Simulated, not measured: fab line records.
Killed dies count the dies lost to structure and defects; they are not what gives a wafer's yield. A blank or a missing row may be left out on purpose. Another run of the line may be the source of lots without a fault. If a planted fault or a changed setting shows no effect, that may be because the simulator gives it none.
Matching of chambers :: flow nand-harc :: NHARC_A_CHANNEL_FILL_D1_ALD_16 on ald-hk-04 has 4 sister chambers
The step deposits SiO2, target thk 1.5 nm, pulse time 10 s, ald cycles 15. 4 wafers are shown with their chamber, then 10 later ones without.

## WAFERS PAIRED WITH THEIR CHAMBERS
wafer: L078.5
chamber: 0
heater-power-w (W): 443

wafer: L086.2
chamber: 3
heater-power-w (W): 497

wafer: L089.1
chamber: 1
heater-power-w (W): 408

wafer: L089.2
chamber: 2
heater-power-w (W): 407

## WAFERS WHOSE CHAMBER IS MISSING
wafer: L089.5
heater-power-w (W): 409

wafer: L093.1
heater-power-w (W): 504

wafer: L093.2
heater-power-w (W): 414

wafer: L093.6
heater-power-w (W): 428

wafer: L095.2
heater-power-w (W): 416

wafer: L095.4
heater-power-w (W): 418

wafer: L095.5
heater-power-w (W): 502

wafer: L097.1
heater-power-w (W): 491

wafer: L097.3
heater-power-w (W): 426

wafer: L097.6
heater-power-w (W): 402

## THE CHAMBER EACH PASSED THROUGH
wafer: L089.5
from the rows above: can't be placed: 1 or 2
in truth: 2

wafer: L093.1
from the rows above: 3
in truth: 3

wafer: L093.2
from the rows above: can't be placed: 1 or 2
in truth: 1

wafer: L093.6
from the rows above: can't be placed: 0 or 1 or 2
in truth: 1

wafer: L095.2
from the rows above: can't be placed: 1 or 2
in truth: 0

wafer: L095.4
from the rows above: can't be placed: 1 or 2 or 0
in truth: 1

wafer: L095.5
from the rows above: 3
in truth: 3

wafer: L097.1
from the rows above: 3
in truth: 3

wafer: L097.3
from the rows above: can't be placed: 0 or 1 or 2
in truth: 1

wafer: L097.6
from the rows above: can't be placed: 2 or 1
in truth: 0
Correctly placed: 3 of 10. Unplaceable from these rows: 7, with the true chamber sitting among the candidates in 5. Placed wrongly: 0.
How it was worked out, from the rows above alone: a wafer's distance from a chamber is the root of the sum, over the readings, of the square of ((its reading less the chamber's mean) divided by the reading's scatter). If the next closest chamber is less than 2 further off than the closest, the wafer can't be placed; otherwise it belongs to the closest. Each chamber's mean is taken over the wafers shown for it. The scatter (one wafer shown for each chamber): square how far every hidden wafer sits from the nearest shown wafer, average those squares and take the square root.
